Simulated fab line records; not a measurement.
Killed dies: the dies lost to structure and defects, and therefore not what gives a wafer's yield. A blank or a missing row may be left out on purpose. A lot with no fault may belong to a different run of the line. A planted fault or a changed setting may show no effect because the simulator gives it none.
Matching of chambers | flow n5_finfet | N5_HKMG_FIN_ALD_21 on ald_metal-02 has 4 sister chambers
The step deposits TiN, target thk 1.5 nm, pulse time 1 s, purge time 3 s. 8 wafers are shown with their chamber, then 9 later ones without.

== WAFERS WITH THEIR CHAMBER ==
wafer  | chamber | heater_power_w (W) | precursor_pulse_height_rel
L082.2 | 3       | 920                | 1.007
L084.2 | 1       | 729                | 0.999
L084.5 | 1       | 720                | 1.011
L085.3 | 2       | 884                | 1.020
L085.6 | 3       | 931                | 0.973
L087.1 | 0       | 746                | 1.020
L087.3 | 2       | 864                | 0.993
L087.6 | 0       | 734                | 1.007

== WAFERS WHOSE CHAMBER IS MISSING ==
wafer  | heater_power_w (W) | precursor_pulse_height_rel
L088.1 | 937                | 0.978
L088.3 | 741                | 1.009
L088.5 | 741                | 0.990
L089.4 | 739                | 0.973
L089.5 | 882                | 0.995
L089.6 | 710                | 1.010
L096.1 | 921                | 1.028
L096.3 | 739                | 0.996
L096.4 | 858                | 1.009

== CHAMBER TAKEN BY EACH ==
wafer  | from the rows above     | in truth
L088.1 | 3                       | 3
L088.3 | can't be placed: 0 or 1 | 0
L088.5 | can't be placed: 0 or 1 | 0
L089.4 | can't be placed: 0 or 1 | 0
L089.5 | 2                       | 2
L089.6 | can't be placed: 1 or 0 | 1
L096.1 | 3                       | 3
L096.3 | can't be placed: 0 or 1 | 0
L096.4 | 2                       | 2
Placed correctly: 4 of 9. Unplaceable from these rows: 5, with the true chamber sitting among the candidates in 5. 0 placed wrongly.
How it was worked out, from the rows above alone: a wafer's distance from a chamber is the root of the sum, over the readings, of the square of ((its reading less the chamber's mean) divided by the reading's scatter). The wafer belongs to the nearest chamber; if the next one is less than 2 further off, it can't be placed. A chamber's mean is the mean of its shown wafers. How the scatter is found: for the shown wafers, subtract from each reading the mean of its chamber, square and add these, divide the total by (wafers less chambers), then take the root.
